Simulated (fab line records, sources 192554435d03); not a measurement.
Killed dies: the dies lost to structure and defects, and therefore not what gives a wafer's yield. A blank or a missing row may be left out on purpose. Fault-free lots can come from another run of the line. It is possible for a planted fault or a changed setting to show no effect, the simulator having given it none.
Comparing a struck lot with a sound one | flow n5 finfet | 19 out of 1938 route steps
Sound: these wafers, L285.1, L285.3, L285.4. Struck: wafer L294.1 (left out: L294.6, a lot-mate that was not struck); the cause follows at the end.
Per side, at each step with rows, come the tool, then ch with its chambers, and then its first start. Under that, the readings that differ: sound wafers | struck wafers | difference of the means | sigmas: that difference in standard deviations of wafers without a fault.
alike: readings with means less than 2 such deviations apart, plus words and numbers identical on both sides. not compared: withheld readings, readings lacking a value on some wafer, bounds such as >300 that could conceal the same value, and numbers that have no deviation in the record and whose values overlap.
The two part at a step that has a row with sigmas, a row that says differs or no value, or rows on one side only. Numbers that have no deviation but don't overlap get no sigmas and don't part them. A reading that every wafer of one side lacks parts them only if that side has two wafers or more.

first, 1 step without rows for these wafers: N5_BEOL_M12_ETCH_67 (etches SiARC in CF4, target depth 143 nm, time 238.3 s).
N5_BEOL_M12_ETCH_68: etches SOC in N2/H2, time 285 s.
  sound on rie diel-02 ch 1,2,3, day 11 06:41; struck on rie diel-05 ch 2, day 13 21:56
  reading                | sound      | struck | difference | sigmas
  rf hours counter h (h) | 122 158 33 | 19     | -85        |
  alike: drypump motor current A, oes product au, rf vpp V, showerhead plenum p Torr, throttle valve pct
then, 3 steps without rows for these wafers: N5_BEOL_M12_STRIP_69 (strips in N2/H2); N5_BEOL_M12_TRENCH_ETCH_34 (etches SiOC in C4F8/O2/Ar, target depth 318.95 nm, time 125.5 s); N5_BEOL_M12_STRIP_70 (strips in C4F8/O2/Ar).
N5_BEOL_M12_OCD_MEAS_35:
  sound: ocd-02 at day 11 07:01; struck: ocd-01 at day 13 22:16
  reading              | sound       | struck | difference | sigmas
  trench depth nm (nm) | 312 313 312 | 325    | +13        | +4
N5_BEOL_M12_STRIP_37: strips in N2/H2.
  sound on plasma asher-02 ch 0,1, day 11 07:04; struck on plasma asher-02 ch 0, day 13 22:18
  alike: drypump motor current A, heater power w, oes product au
  not compared: rf hours counter h
then, 3 steps without rows for these wafers: N5_BEOL_M12_ETCH_38 (etches SiCN in CF4/N2, target depth 68.7 nm, time 73.4 s); N5_BEOL_M12_PRECLEAN_39 (cleans in residue remover, time 60 s); N5_BEOL_M12_SRD_40 (time 30 s, dry time 30 s).
N5_BEOL_M12_DEGAS_41: time 60 s.
  sound: pvd sputter-01 at day 11 07:38; struck: pvd sputter-01 at day 13 22:40
  alike: heater power w, susceptor temp C
N5_BEOL_M12_PRE_CLEAN_42: time 30 s.
  sound: pvd sputter-01 at day 11 07:41; struck: pvd sputter-01 at day 13 22:43
  alike: heater power w, susceptor temp C
N5_BEOL_M12_SPUTTER_43: material TaN, target thk 15 nm, time 24.19 s.
  sound: pvd sputter-01 at day 11 07:43; struck: pvd sputter-01 at day 13 22:45
  reading                                      | sound          | struck | difference | sigmas
  model.TaN_of_BEOL_M12_SPUTTER_43.thk nm (nm) | 14.6 14.6 14.8 | 10.6   | -4.1       |
  alike: chamber pressure pa, throttle valve pct
  not compared: susceptor temp C
N5_BEOL_M12_SPUTTER_44: material Ta, target thk 10 nm, time 16.13 s.
  sound: pvd sputter-01 at day 11 07:48; struck: pvd sputter-01 at day 13 22:50
  reading              | sound             | struck | difference | sigmas
  susceptor temp C (C) | 50.10 50.06 50.06 | 49.68  | -0.39      | -3
  alike: chamber pressure pa, throttle valve pct
then, 3 steps without rows for these wafers: N5_BEOL_M12_SPUTTER_45 (material Cu, target thk 80 nm, time 13.33 s); N5_BEOL_M12_ECD_47 (material Cu, target thk 720 nm); N5_BEOL_M12_ANNEAL_48 (time 90 s).
N5_BEOL_M12_CMP_49: polishes, stops on SiOC, t overpolish 20.6 s, target thk 320 nm.
  sound on cmp-03 ch 0,1,3, day 11 08:28; struck on cmp-03 ch 0, day 14 01:44
  reading                      | sound          | struck | difference | sigmas
  barrier field endpoint s (s) | 30.0 29.6 29.4 | 25.3   | -4.4       | -6
  alike: clearing platen rpm, motor current A
N5_BEOL_M12_THK_MEAS_50: measures by xrf.
  sound: film metro-02 at day 11 08:44; struck: film metro-02 at day 14 02:02
  reading      | sound       | struck | difference | sigmas
  M12_THK (nm) | 316 316 316 | 332    | +16        | +4

== WHERE THEY PART ==
At N5_BEOL_M12_OCD_MEAS_35 first; at N5_BEOL_M12_THK_MEAS_50 last (within this record only).

WHY: the cause the simulator had injected
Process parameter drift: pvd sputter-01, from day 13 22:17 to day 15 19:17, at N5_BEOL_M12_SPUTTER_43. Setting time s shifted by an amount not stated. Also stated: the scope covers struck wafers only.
